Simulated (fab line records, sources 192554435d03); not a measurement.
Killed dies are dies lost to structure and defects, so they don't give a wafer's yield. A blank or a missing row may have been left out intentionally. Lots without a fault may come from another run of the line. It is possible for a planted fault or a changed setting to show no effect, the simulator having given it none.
One fault seen from 3 desks / flow n5_finfet / every desk sees just its own numbers, and what lay behind them comes last

METROLOGY DESK
What the gauges read for every lot (on any tool): the sampled wafers with a number, averaged. The brackets show how far a lot's mean lies from the usual mean; more than 4 standard deviations puts the lot out of limits, marked OUT. It has 15 readings; the 7 that lie furthest out on some lot are the ones shown.
Columns: A = M0_RS at N5_BEOL_M0_RS_MEAS_126, usual 0.539 ohm/sq; B = cd_nm at N5_BEOL_M1_CD_MEAS_18, usual 18.0 nm; C = DIBL_P at N5_BEOL_M4_RC_MEAS_101, usual 36.1 mV/V; D = IOFF_P at N5_BEOL_M4_RC_MEAS_101, usual 0.21 nA/um; E = ION_P at N5_BEOL_M4_RC_MEAS_101, usual 464 uA/um; F = SS_N at N5_BEOL_M4_RC_MEAS_101, usual 71.5 mV/dec; G = VT_P at N5_BEOL_M4_RC_MEAS_101, usual -249 mV
lot=L332; first seen here=day 6 02:29; A=0.514; B=18.1; C=33.7; D=0.19; E=456; F=71.5; G=-250
lot=L338; first seen here=day 7 22:10; A=0.547; B=18.3; C=36.5; D=0.24; E=466; F=71.6; G=-245
lot=L341; first seen here=day 8 15:04; A=0.523; B=17.5; C=38.1; D=0.27; E=473; F=72.2; G=-243
lot=L342; first seen here=day 8 19:49; A=0.510; B=17.8; C=37.2; D=0.25; E=475; F=71.6; G=-245
lot=L354; first seen here=day 11 21:22; A=0.539; B=18.5; C=37.1; D=0.24; E=466; F=71.7; G=-245
Result from this desk: across the 5 lots, nothing is out of limits.

AT THE TOOL OWNER'S DESK: pecvd-02
The tool's own readings at N5_BEOL_M1_PECVD_72 (deposits SiO2 from TEOS/O2, target thk 16 nm, time 18 s): means of the sampled wafers that have a number, for each lot that ran on this tool. The brackets show how far a lot's mean lies from the usual mean; more than 4 standard deviations puts the lot out of limits, marked OUT.
Columns: A = heater_power_w at N5_BEOL_M1_PECVD_72, usual 718 W; B = rf_fwd_power_W at N5_BEOL_M1_PECVD_72, usual 444.1 W; C = showerhead_plenum_p_Torr at N5_BEOL_M1_PECVD_72, usual 8.75 Torr; D = throttle_valve_pct at N5_BEOL_M1_PECVD_72, usual 22.6 %
lot=L338; first seen here=day 7 22:21; A=715; B=442.7; C=8.71; D=22.5
lot=L342; first seen here=day 8 19:59; A=811; B=443.8; C=8.64; D=23.5
Result from this desk: across the 2 lots, nothing is out of limits.

THE DEFECT DESK
Inspection counts along the route, by lot: the mean over sampled wafers that carry a number. The brackets show how far a lot's mean lies from the usual mean; more than 4 standard deviations puts the lot out of limits, marked OUT.
Columns: A = raw_defect_count at N5_BEOL_M0_INSPECT_127, usual 65; B = raw_defect_count at N5_BEOL_M1_INSPECT_13, usual 386
lot=L332; first seen here=day 6 02:31; A=61; B=321
lot=L338; first seen here=day 7 22:11; A=91; B=541
lot=L341; first seen here=day 8 15:05; A=61; B=353
lot=L342; first seen here=day 8 19:50; A=44; B=394
lot=L354; first seen here=day 11 21:24; A=50; B=471
Result from this desk: across the 5 lots, nothing is out of limits.

PUT TOGETHER
The metrology desk saw nothing out of limits.
The tool owner's desk saw nothing out of limits.
The defect desk saw nothing out of limits.

WHAT WAS PUT IN BY THE SIMULATOR
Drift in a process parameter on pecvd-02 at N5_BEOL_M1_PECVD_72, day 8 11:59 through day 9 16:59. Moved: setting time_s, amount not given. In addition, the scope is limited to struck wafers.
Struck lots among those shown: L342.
